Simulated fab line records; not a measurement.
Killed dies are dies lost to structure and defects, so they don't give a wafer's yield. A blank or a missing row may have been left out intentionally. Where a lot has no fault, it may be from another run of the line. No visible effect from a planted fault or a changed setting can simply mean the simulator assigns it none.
Matching of chambers -- flow nand-harc -- NHARC_THIN_TSV_ETCH_15 on rie-si-02: 4 sister chambers
The step target depth 3000 nm, bosch target overetch cycles 2, bosch etch step 2.8 s. 4 wafers are shown with their chamber, then 7 later ones without.

== WAFERS, EACH WITH ITS CHAMBER ==
wafer,chamber,drypump-motor-current-A (A)
L248.3,3,5.8
L262.6,1,5.9
L263.2,0,5.8
L263.3,2,5.4

== WAFERS WITHOUT THEIR CHAMBER ==
wafer,drypump-motor-current-A (A)
L263.5,5.7
L265.2,5.8
L265.4,6.0
L265.5,5.7
L267.3,5.9
L267.4,5.4
L267.6,5.9

== WHICH CHAMBER EACH ONE RAN IN ==
wafer,from the rows above,in truth
L263.5,can't be placed: 0 or 3 or 1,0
L265.2,can't be placed: 0 or 3 or 1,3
L265.4,can't be placed: 1 or 0 or 3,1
L265.5,can't be placed: 0 or 3 or 1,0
L267.3,can't be placed: 1 or 0 or 3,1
L267.4,2,2
L267.6,can't be placed: 1 or 0 or 3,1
Placed correctly: 1 of 7. Unplaceable from these rows: 6, with the true chamber sitting among the candidates in 6. Placed wrongly: 0.
How it was worked out, from the rows above alone: a wafer's distance from a chamber is the root of the sum, over the readings, of the square of ((its reading less the chamber's mean) divided by the reading's scatter). If the next closest chamber is less than 2 further off than the closest, the wafer can't be placed; otherwise it belongs to the closest. The mean given for a chamber averages the wafers shown for that chamber. The scatter (one wafer shown for each chamber): square how far every hidden wafer sits from the nearest shown wafer, average those squares and take the square root.
